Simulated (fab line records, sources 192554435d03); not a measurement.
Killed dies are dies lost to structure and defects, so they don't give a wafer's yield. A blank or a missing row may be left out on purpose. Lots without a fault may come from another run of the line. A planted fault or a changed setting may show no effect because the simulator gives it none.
One fault seen from 2 desks | flow n5_finfet | each desk has only its own numbers; what lay behind them comes last

THE METROLOGY DESK
What the gauges read, lot by lot, whatever tool the lot ran on: means of the sampled wafers that have a number. A lot is out of limits, marked OUT, if its mean lies more than 4 standard deviations from the usual mean; the brackets give that distance. Of its 11 readings 7 are shown: those that lie furthest out on some lot.
Columns: A = DIBL_P at N5_BEOL_M4_RC_MEAS_101, usual 36.2 mV/V; B = IOFF_P at N5_BEOL_M4_RC_MEAS_101, usual 0.216 nA/um; C = ION_N at N5_BEOL_M4_RC_MEAS_101, usual 674 uA/um; D = SS_N at N5_BEOL_M4_RC_MEAS_101, usual 71.5 mV/dec; E = VT_N at N5_BEOL_M4_RC_MEAS_101, usual 250.2 mV; F = VT_P at N5_BEOL_M4_RC_MEAS_101, usual -249.3 mV; G = PASS_OPEN_OVL at N5_PASSIVATION_OVL_MEAS_66, usual 2 nm
lot  | first seen here | A    | B     | C   | D    | E     | F      | G
L662 | day 8 10:31     | 34.0 | 0.173 | 662 | 71.0 | 251.8 | -253.2 | -7
L661 | day 8 10:38     | 35.3 | 0.218 | 669 | 71.8 | 248.8 | -248.9 | -5
L667 | day 9 18:01     | 37.0 | 0.206 | 664 | 72.2 | 254.3 | -253.0 | -4
L668 | day 10 01:25    | 36.4 | 0.204 | 672 | 72.3 | 253.2 | -250.8 | -4
L669 | day 10 13:05    | 35.2 | 0.231 | 663 | 71.8 | 251.0 | -246.4 | 0
L673 | day 11 03:08    | 36.5 | 0.190 | 669 | 71.4 | 251.6 | -254.3 | 9
L674 | day 11 18:53    | 38.2 | 0.222 | 667 | 71.8 | 249.1 | -249.6 | -4
L677 | day 12 11:24    | 33.4 | 0.187 | 656 | 71.2 | 253.1 | -250.6 | 1
L678 | day 12 23:12    | 35.1 | 0.184 | 667 | 70.3 | 251.2 | -250.9 | -4
L681 | day 13 21:12    | 35.7 | 0.197 | 677 | 71.3 | 250.7 | -249.5 | 8
L682 | day 13 22:56    | 37.7 | 0.227 | 672 | 71.4 | 251.5 | -248.9 | 1
This desk's finding: nothing out of limits on any of the 11 lots.

THE TOOL OWNER'S DESK: pecvd-04
The tool's own readings at N5_MIM_TOP_ETCH_PECVD_03 (deposits SiNx from SiH4/NH3/N2, target thk 20 nm, time 17.6 s): means of the sampled wafers that have a number, for each lot that ran on this tool. A lot is out of limits, marked OUT, if its mean lies more than 4 standard deviations from the usual mean; the brackets give that distance.
Columns: A = heater_power_w at N5_MIM_TOP_ETCH_PECVD_03, usual 727 W; B = showerhead_plenum_p_Torr at N5_MIM_TOP_ETCH_PECVD_03, usual 5.17 Torr; C = throttle_valve_pct at N5_MIM_TOP_ETCH_PECVD_03, usual 41 %
lot  | first seen here | A   | B    | C
L667 | day 13 10:43    | 873 | 5.13 | 37
L668 | day 13 21:25    | 766 | 5.13 | 37
L669 | day 14 13:23    | 788 | 5.20 | 42
L681 | day 17 14:27    | 833 | 5.19 | 40
This desk's finding: nothing out of limits on any of the 4 lots.

PUT TOGETHER
The metrology desk saw nothing out of limits.
The tool owner's desk saw nothing out of limits.

WHAT THE SIMULATOR HAD PUT IN
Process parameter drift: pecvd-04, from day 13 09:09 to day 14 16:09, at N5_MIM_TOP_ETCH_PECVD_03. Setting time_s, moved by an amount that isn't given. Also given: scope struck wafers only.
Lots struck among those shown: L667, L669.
